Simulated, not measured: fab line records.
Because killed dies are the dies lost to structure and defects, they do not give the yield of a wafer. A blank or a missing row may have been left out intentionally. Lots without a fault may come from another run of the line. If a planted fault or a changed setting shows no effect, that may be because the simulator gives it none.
Chamber matching :: flow nand harc :: NHARC_A_STAIRCASE_DEP_322 on pecvd-01 has 3 sister chambers
The step deposits SiO2, target thk 7200 nm. 3 wafers are shown with their chamber, then 9 later ones without.

## EACH WAFER AND ITS CHAMBER
wafer: L082.5
chamber: 1
rf fwd power W (W): 497.7

wafer: L083.4
chamber: 0
rf fwd power W (W): 497.9

wafer: L083.5
chamber: 2
rf fwd power W (W): 496.8

## WAFERS WHOSE CHAMBER IS MISSING
wafer: L087.3
rf fwd power W (W): 498.9

wafer: L087.4
rf fwd power W (W): 498.8

wafer: L087.6
rf fwd power W (W): 499.0

wafer: L090.2
rf fwd power W (W): 499.7

wafer: L090.3
rf fwd power W (W): 501.8

wafer: L090.5
rf fwd power W (W): 503.2

wafer: L097.1
rf fwd power W (W): 502.8

wafer: L097.2
rf fwd power W (W): 500.7

wafer: L097.5
rf fwd power W (W): 500.1

## EACH ONE'S CHAMBER
wafer: L087.3
from the rows above: can't be placed: 0 or 1 or 2
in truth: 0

wafer: L087.4
from the rows above: can't be placed: 0 or 1 or 2
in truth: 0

wafer: L087.6
from the rows above: can't be placed: 0 or 1 or 2
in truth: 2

wafer: L090.2
from the rows above: can't be placed: 0 or 1 or 2
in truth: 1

wafer: L090.3
from the rows above: can't be placed: 0 or 1 or 2
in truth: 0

wafer: L090.5
from the rows above: can't be placed: 0 or 1 or 2
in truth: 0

wafer: L097.1
from the rows above: can't be placed: 0 or 1 or 2
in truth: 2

wafer: L097.2
from the rows above: can't be placed: 0 or 1 or 2
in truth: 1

wafer: L097.5
from the rows above: can't be placed: 0 or 1 or 2
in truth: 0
0 of 9 placed correctly. Unplaceable from these rows: 9, with the true chamber sitting among the candidates in 9. 0 placed wrongly.
How it was worked out, from the rows above alone: a wafer's distance from a chamber is the root of the sum, over the readings, of the square of ((its reading less the chamber's mean) divided by the reading's scatter). The wafer belongs to the nearest chamber; if the next one is less than 2 further off, it can't be placed. The mean given for a chamber averages the wafers shown for that chamber. The scatter (one wafer shown for each chamber): square how far every hidden wafer sits from the nearest shown wafer, average those squares and take the square root.
